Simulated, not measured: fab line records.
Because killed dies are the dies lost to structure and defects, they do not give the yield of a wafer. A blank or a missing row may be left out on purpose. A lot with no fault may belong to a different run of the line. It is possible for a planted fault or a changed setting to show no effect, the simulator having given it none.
Struck lot and sound lot, side by side / flow nandHarc / 14 out of 1302 route steps
Sound: wafers L798.4, L798.5, L798.6. Struck: wafer L812.4 (left out: L812.3, L812.5 of the same lot, which were not struck); the cause appears at the end.
Order at every step that has rows: each side's tool, ch and its chambers, its first start. Under that, the readings that differ: sound wafers / struck wafers / difference of the means / sigmas: that difference in standard deviations of wafers without a fault.
alike: readings with means less than 2 such deviations apart, plus words and numbers identical on both sides. not compared: withheld readings, readings lacking a value on some wafer, bounds such as >300 that could conceal the same value, and numbers that have no deviation in the record and whose values overlap.
A row with sigmas, a row that says differs or no value, or rows on one side alone: a step with any of these is where the two part. Numbers that have no deviation but don't overlap get no sigmas and don't part them. A reading that every wafer of one side lacks parts them only if that side has two wafers or more.

first, 8 steps without rows for these wafers: NHARC_A_BONDPAD_HMDS_02 (time 30 s); NHARC_A_BONDPAD_COAT_33 (time 65 s); NHARC_A_BONDPAD_COAT_03 (resist thk 600 nm); NHARC_A_BONDPAD_SOFTBAKE_04 (time 70 s); NHARC_A_BONDPAD_EBR_05; NHARC_A_BONDPAD_EXPOSE_06 (exposes mask A BPAD); NHARC_A_BONDPAD_PEB_07 (peb time 80 s); NHARC_A_BONDPAD_DEVELOP_08 (time 50 s).
NHARC_A_BONDPAD_CD_MEAS_09: target cd 500 nm.
  sound on cdSem-01 ch 0, day 24 02:04; struck on cdSem-02 ch 0, day 29 21:08
  alike: cdNm
NHARC_A_BONDPAD_OVL_MEAS_35:
  sound on overlay-02, day 24 02:09; struck on overlay-02, day 29 21:13
  alike: overlayXNm, overlayYNm
then, 1 step without rows for these wafers: NHARC_A_BONDPAD_HARDBAKE_10 (time 65 s).
NHARC_A_BONDPAD_DESCUM_11: chemistry O2, time 3 s.
  sound on rieDiel-09 ch 0,1,2, day 24 02:18; struck on rieDiel-11 ch 1, day 29 21:20
  alike: drypumpMotorCurrentA, mfcArSccm, oesProductAu, rfVppV, showerheadPlenumPTorr, throttleValvePct
  not compared: rfHoursCounterH
NHARC_A_BONDPAD_ETCH_34: etches the open film in N2/H2, target depth 60 nm, overetch 18 nm, time 65.91 s.
  sound on rieDiel-09 ch 0,3, day 24 02:22; struck on rieDiel-11 ch 0, day 29 21:27
reading=runLengthS (s); sound=88.1 86.7 87.9; struck=65.7; difference=-21.9; sigmas=-47
  alike: drypumpMotorCurrentA, mfcArSccm, oesProductAu, rfVppV, showerheadPlenumPTorr, throttleValvePct
  not compared: rfHoursCounterH
NHARC_A_BONDPAD_ETCH_12: etches the open film in CHF3/O2, target depth 220 nm, time 110 s.
  sound on rieDiel-09 ch 0,1,3; struck on rieDiel-11 ch 1
reading=oesProductAu (a.u.); sound=0.971 0.991 0.956; struck=0.907; difference=-0.066; sigmas=-3
reading=runLengthS (s); sound=131.8 130.8 131.4; struck=130.4; difference=-0.9; sigmas=-2
  alike: drypumpMotorCurrentA, mfcArSccm, rfVppV, showerheadPlenumPTorr, throttleValvePct
  not compared: rfHoursCounterH

## WHERE THEY PART
Earliest at NHARC_A_BONDPAD_ETCH_34; latest, in this record, at NHARC_A_BONDPAD_ETCH_12.

WHY: whatever the simulator had introduced
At NHARC_A_BONDPAD_ETCH_34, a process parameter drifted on rieDiel-11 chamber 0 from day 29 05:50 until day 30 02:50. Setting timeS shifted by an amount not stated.
